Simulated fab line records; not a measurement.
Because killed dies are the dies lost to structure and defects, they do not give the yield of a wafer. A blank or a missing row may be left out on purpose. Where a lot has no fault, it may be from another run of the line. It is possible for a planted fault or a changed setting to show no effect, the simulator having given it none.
Split-lot study :: flow n5-finfet :: 7 lots, 21 wafers read, on a route of 1938 steps

## THE SPLIT ITSELF
At N5_MIM_BOT_ETCH_ETCH_03 (etches the open film in Cl2/BCl3, target depth 12 nm), the setting icp-w was moved away from the recipe's 800 W on 9 of the 21 wafers read, by -14.5% to +16.0%. The other wafers ran this setting at the recipe's value.

Reading taken at the split's own step.

## THE READING
MIM_BOT_ETCH.cd-offset-nm (the simulator's own value, which no gauge read), in nm, at N5_MIM_BOT_ETCH_ETCH_03 (etches the open film in Cl2/BCl3, target depth 12 nm). The file gives no usual value for it. The 12 wafers here that ran the recipe average 0.1 nm, standard deviation 0.3 nm.

wafer: L074.1
tool, chamber at the split: rie-metal-01, 1
icp-w as run, W: 800
against the recipe: recipe
MIM_BOT_ETCH.cd-offset-nm, nm: 0.2
against lot-mates on the recipe: -

wafer: L074.3
tool, chamber at the split: rie-metal-01, 1
icp-w as run, W: 800
against the recipe: recipe
MIM_BOT_ETCH.cd-offset-nm, nm: 0.2
against lot-mates on the recipe: -

wafer: L074.5
tool, chamber at the split: rie-metal-01, 1
icp-w as run, W: 704.4
against the recipe: -12.0%
MIM_BOT_ETCH.cd-offset-nm, nm: 0.6
against lot-mates on the recipe: +0.4

wafer: L077.3
tool, chamber at the split: rie-metal-02, 0
icp-w as run, W: 684
against the recipe: -14.5%
MIM_BOT_ETCH.cd-offset-nm, nm: 0.8
against lot-mates on the recipe: +0.8

wafer: L077.4
tool, chamber at the split: rie-metal-02, 1
icp-w as run, W: 800
against the recipe: recipe
MIM_BOT_ETCH.cd-offset-nm, nm: 0
against lot-mates on the recipe: -

wafer: L077.5
tool, chamber at the split: rie-metal-02, 0
icp-w as run, W: 684
against the recipe: -14.5%
MIM_BOT_ETCH.cd-offset-nm, nm: 0.6
against lot-mates on the recipe: +0.6

wafer: L081.3
tool, chamber at the split: rie-metal-01, 0
icp-w as run, W: 868.9
against the recipe: +8.6%
MIM_BOT_ETCH.cd-offset-nm, nm: 0.2
against lot-mates on the recipe: -0.4

wafer: L081.5
tool, chamber at the split: rie-metal-01, 1
icp-w as run, W: 868.9
against the recipe: +8.6%
MIM_BOT_ETCH.cd-offset-nm, nm: -0.4
against lot-mates on the recipe: -1.0

wafer: L081.6
tool, chamber at the split: rie-metal-01, 0
icp-w as run, W: 800
against the recipe: recipe
MIM_BOT_ETCH.cd-offset-nm, nm: 0.6
against lot-mates on the recipe: -

wafer: L085.3
tool, chamber at the split: rie-metal-02, 1
icp-w as run, W: 800
against the recipe: recipe
MIM_BOT_ETCH.cd-offset-nm, nm: -0.2
against lot-mates on the recipe: -

wafer: L085.4
tool, chamber at the split: rie-metal-02, 0
icp-w as run, W: 800
against the recipe: recipe
MIM_BOT_ETCH.cd-offset-nm, nm: -0.2
against lot-mates on the recipe: -

wafer: L085.5
tool, chamber at the split: rie-metal-02, 1
icp-w as run, W: 800
against the recipe: recipe
MIM_BOT_ETCH.cd-offset-nm, nm: -0.4
against lot-mates on the recipe: -

wafer: L089.1
tool, chamber at the split: rie-metal-01, 1
icp-w as run, W: 800
against the recipe: recipe
MIM_BOT_ETCH.cd-offset-nm, nm: 0.2
against lot-mates on the recipe: -

wafer: L089.3
tool, chamber at the split: rie-metal-01, 0
icp-w as run, W: 928.3
against the recipe: +16.0%
MIM_BOT_ETCH.cd-offset-nm, nm: -0.4
against lot-mates on the recipe: -0.6

wafer: L089.5
tool, chamber at the split: rie-metal-01, 0
icp-w as run, W: 928.3
against the recipe: +16.0%
MIM_BOT_ETCH.cd-offset-nm, nm: -0.4
against lot-mates on the recipe: -0.6

wafer: L093.2
tool, chamber at the split: rie-metal-01, 1
icp-w as run, W: 890.2
against the recipe: +11.3%
MIM_BOT_ETCH.cd-offset-nm, nm: 0
against lot-mates on the recipe: -0.6

wafer: L093.5
tool, chamber at the split: rie-metal-01, 1
icp-w as run, W: 800
against the recipe: recipe
MIM_BOT_ETCH.cd-offset-nm, nm: 0.6
against lot-mates on the recipe: -

wafer: L093.6
tool, chamber at the split: rie-metal-01, 0
icp-w as run, W: 890.2
against the recipe: +11.3%
MIM_BOT_ETCH.cd-offset-nm, nm: -0.2
against lot-mates on the recipe: -0.8

wafer: L096.1
tool, chamber at the split: rie-metal-01, 1
icp-w as run, W: 800
against the recipe: recipe
MIM_BOT_ETCH.cd-offset-nm, nm: 0.2
against lot-mates on the recipe: -

wafer: L096.2
tool, chamber at the split: rie-metal-01, 0
icp-w as run, W: 800
against the recipe: recipe
MIM_BOT_ETCH.cd-offset-nm, nm: 0.4
against lot-mates on the recipe: -

wafer: L096.5
tool, chamber at the split: rie-metal-01, 0
icp-w as run, W: 800
against the recipe: recipe
MIM_BOT_ETCH.cd-offset-nm, nm: 0
against lot-mates on the recipe: -

FIT RESULTS
A straight line over all 21 wafers: MIM_BOT_ETCH.cd-offset-nm changes by -0.0333 nm for each +1% of icp-w; r = -0.74; the points scatter about the line by 0.26 nm.
The same after taking each lot's own level away (the mean of its wafers on the recipe; 21 wafers): -0.048 nm for each +1%; r = -0.92; scatter 0.18 nm.
Per that fit: largest icp-w move, reading shift of 0.77 nm.
Measured against the standard deviation above, the lots' own levels, which go from -0.27 to 0.60 nm, span 2.9 times it.
So the lot-to-lot level blurs the effect unless lot-mates are compared.
Check: for one of the wafers moved furthest among these (+16.0%), held out of the fit, the line's prediction against its lot-mates is -0.854 nm. It came out at -0.6 nm against them.

## THE OTHER SPLITS THESE WAFERS WENT THROUGH
These wafers also went through other splits before the reading. Each is held against what the fit with the lots' levels taken away leaves over:
other split on the same wafers: N5_BEOL_M15_TRENCH_ETCH_34 time-s
wafers away from the commonest value: 7
r with MIM_BOT_ETCH.cd-offset-nm (lot level and that fit taken away): -0.33

## THE WHOLE CHAIN: every reading that the file lists as answering this split, in the file's order
step: N5_MIM_BOT_ETCH_ETCH_03
what it does: etches the open film in Cl2/BCl3, target depth 12 nm
reading: etch.depth-nm (the simulator's own value, which no gauge read)
change (the file's fit): +0.116 nm for each +1% of the setting
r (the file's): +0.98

step: N5_MIM_BOT_ETCH_ETCH_03
what it does: etches the open film in Cl2/BCl3, target depth 12 nm
reading: MIM_BOT_ETCH.cd-offset-nm (the simulator's own value, which no gauge read)
change (the file's fit): -0.0474 nm for each +1% of the setting
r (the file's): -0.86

## THE FILE'S OWN FIT
MIM_BOT_ETCH.cd-offset-nm changes by -0.0474 nm for each +1% of icp-w, r = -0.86.
